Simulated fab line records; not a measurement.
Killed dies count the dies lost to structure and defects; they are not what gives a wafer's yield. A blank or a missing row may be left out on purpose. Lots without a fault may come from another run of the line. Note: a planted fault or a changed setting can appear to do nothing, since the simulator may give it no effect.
Matching of chambers -- flow nand harc -- NHARC_A_SGD_CUT_ETCHBACK_24 on rie diel-04 has 4 sister chambers
The step etches the open film in CH3F/O2, target depth 50 nm, time 92.857 s. 8 wafers are shown with their chamber, then 10 later ones without.

## WAFERS PAIRED WITH THEIR CHAMBERS
wafer,chamber,showerhead plenum p Torr (Torr),drypump motor current A (A)
L079.5,2,2.48,6.25
L088.6,1,2.41,5.67
L090.5,3,2.61,6.04
L087.1,0,2.31,5.59
L087.4,3,2.61,6.02
L087.6,0,2.31,5.57
L093.1,2,2.47,6.25
L093.2,1,2.41,5.66

## WAFERS WITH NO CHAMBER GIVEN
wafer,showerhead plenum p Torr (Torr),drypump motor current A (A)
L093.6,2.47,6.25
L092.2,2.47,6.29
L092.5,2.31,5.57
L092.6,2.41,5.68
L096.2,2.41,5.67
L096.3,2.61,6.02
L096.4,2.47,6.26
L097.1,2.47,6.25
L097.4,2.61,6.05
L097.5,2.47,6.28

## EACH ONE'S CHAMBER
wafer,from the rows above,in truth
L093.6,2,2
L092.2,2,2
L092.5,0,0
L092.6,1,1
L096.2,1,1
L096.3,3,3
L096.4,2,2
L097.1,2,2
L097.4,3,3
L097.5,2,2
10 of 10 placed correctly. Can't be placed from these rows: 0. Wrongly placed: 0.
How it was worked out, from the rows above alone: a wafer's distance from a chamber is the root of the sum, over the readings, of the square of ((its reading less the chamber's mean) divided by the reading's scatter). If the next closest chamber is less than 2 further off than the closest, the wafer can't be placed; otherwise it belongs to the closest. A chamber's mean is the mean of its shown wafers. How the scatter is found: for the shown wafers, subtract from each reading the mean of its chamber, square and add these, divide the total by (wafers less chambers), then take the root.
